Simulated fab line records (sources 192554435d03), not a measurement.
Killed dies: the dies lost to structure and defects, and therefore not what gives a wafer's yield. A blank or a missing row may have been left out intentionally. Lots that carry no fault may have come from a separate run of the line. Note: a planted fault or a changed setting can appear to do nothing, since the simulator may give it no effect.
Matching of chambers -- flow n5 finfet -- N5_BEOL_M6_ETCH_66 on rie diel-04 has 4 sister chambers
The step etches SOC in N2/H2, target depth 80 nm, overetch 16 nm, time 120 s. 4 wafers are shown with their chamber, then 9 later ones without.

== EACH WAFER AND ITS CHAMBER ==
wafer,chamber,throttle valve pct (%)
L085.5,2,17.41
L086.1,3,18.12
L086.2,1,17.42
L086.3,0,18.22

== WAFERS WITHOUT THEIR CHAMBER ==
wafer,throttle valve pct (%)
L088.1,18.10
L088.3,17.44
L088.4,17.42
L090.1,18.12
L090.2,17.42
L090.4,17.43
L097.1,18.16
L097.3,17.46
L097.5,17.45

== CHAMBER TAKEN BY EACH ==
wafer,from the rows above,in truth
L088.1,3,3
L088.3,can't be placed: 1 or 2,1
L088.4,can't be placed: 1 or 2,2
L090.1,3,3
L090.2,can't be placed: 1 or 2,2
L090.4,can't be placed: 1 or 2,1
L097.1,can't be placed: 3 or 0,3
L097.3,can't be placed: 1 or 2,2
L097.5,can't be placed: 1 or 2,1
2 of 9 placed correctly. These rows do not allow placing 7 (true chamber among the candidates in 7). 0 placed wrongly.
How it was worked out, from the rows above alone: a wafer's distance from a chamber is the root of the sum, over the readings, of the square of ((its reading less the chamber's mean) divided by the reading's scatter). The wafer belongs to the nearest chamber; if the next one is less than 2 further off, it can't be placed. For every chamber, the mean is computed from those of its wafers that are shown. The scatter: root of mean squared gap, hidden wafer to nearest shown wafer, with one shown wafer a chamber.
